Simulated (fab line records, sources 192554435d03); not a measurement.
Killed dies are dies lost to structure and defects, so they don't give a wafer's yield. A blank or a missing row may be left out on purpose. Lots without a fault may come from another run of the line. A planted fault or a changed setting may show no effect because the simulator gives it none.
Problem report in the 8D (eight disciplines) form, filled by code | flow n5_finfet | the parts of the form that need people (team, actions taken, sign-off) are left out

1. THE PROBLEM
killed_at_contacts at N5_PASSIVATION_PROBE_49 reads a mean of 88 on 4 wafers of 3 lots; wafers without a fault read 12 with a standard deviation of 6.3. That is +12 standard deviations from the usual mean.
First seen on wafer L711.2, day 16 16:14, on prober-02. The record holds 16 wafers of 6 lots with a number at this step. Rule for "out", or "out of limits": more than 4 standard deviations from the usual mean. The other wafers with a number count as sound.

2. WHAT IT IS AND WHAT IT IS NOT
question                    | is                                                                                 | is not
which readings at this step | killed_at_contacts, defect_limited_yield, killed_dies, sort_n_pass, sort_yield_pct | killed_at_M0_to_M3, killed_at_M4_up, killed_at_front_end, killed_at_other, killed_open, killed_short
which lots                  | L711, L712, L713                                                                   | L701, L702, L707
which wafers of those lots  | L711.2, L711.4, L712.5, L713.6                                                     | L711.3, L712.3, L712.6, L713.2, L713.5
read on which tools         | prober-01, prober-02                                                               | -
when                        | from day 16 16:14                                                                  | up to then (7 sound wafers); but 5 sound wafers of L711, L712, L713 came after

3. SUSPECTS, AND WHAT RULES EACH OUT
Counting: a tool at a process step up to the reading stays a suspect if it ran every lot that is out. Sound lots after the first of them don't rule it out here, since some wafers of a struck lot are sound.
- rie_diel-04 at N5_MOL_CONTACT_COAG_ETCH_106 (etches SOC in N2/H2, target depth 80 nm, overetch 16 nm, time 120 s): kept. It ran every lot that is out, first L711 (day 8 14:53); its last sound lot up to then is L702 (day 6 10:25).
- Within rie_diel-04 at N5_MOL_CONTACT_COAG_ETCH_106: the wafers that are out ran in chamber 0; their sound lot-mates ran in chambers 2, 3.
Left after counting: rie_diel-04 at N5_MOL_CONTACT_COAG_ETCH_106.

4. THE CAUSE (what the simulator had put in)
Chamber particle source: rie_diel-04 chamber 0, from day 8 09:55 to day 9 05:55, at N5_MOL_CONTACT_COAG_ETCH_106. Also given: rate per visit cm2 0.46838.
Counting left only this tool.

5. THE CHAIN OF EFFECTS, in route order
Each row: a reading whose mean over the struck wafers that have a number lies more than 3 standard deviations from the usual. Only readings for which the record gives a usual standard deviation are gone through. hours: the time from each lot's start at the first step in this table that gives one to its start at this step, as a median over the lots. sigmas: the change in usual standard deviations.
hours | step                    | reading              | usual  | on struck wafers | change | sigmas
0     | N5_PASSIVATION_PROBE_49 | defect_limited_yield | 91.1 % | 83.8             | -7.3   | -5.2
0     | N5_PASSIVATION_PROBE_49 | killed_at_contacts   | 12     | 88               | +76    | +12
0     | N5_PASSIVATION_PROBE_49 | killed_dies          | 104    | 191              | +87    | +5.1
0     | N5_PASSIVATION_PROBE_49 | killed_on_rim        | 14     | 33               | +19    | +4.8
0     | N5_PASSIVATION_PROBE_49 | sort_bin_5_function  | 5.2 %  | 9.8              | +4.5   | +4.6
0     | N5_PASSIVATION_PROBE_49 | sort_n_pass          | 1075   | 989              | -86    | -5.1
0     | N5_PASSIVATION_PROBE_49 | sort_yield_pct       | 91.1 % | 83.8             | -7.3   | -5.2
The process steps in it:
- N5_PASSIVATION_PROBE_49

6. WHAT WOULD HAVE CAUGHT IT SOONER
In this record the first reading out of limits was taken at day 16 16:14, 198 hours after the fault began at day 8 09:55.
Of the tool readings at N5_MOL_CONTACT_COAG_ETCH_106 for which the record gives a usual standard deviation, none was out on any struck wafer, so an alarm limit of 4 standard deviations on them would not have fired.
All the lots that are out (3) had begun N5_MOL_CONTACT_COAG_ETCH_106 on rie_diel-04 by day 16 16:14. A hold on the tool at that time would have spared none of them.
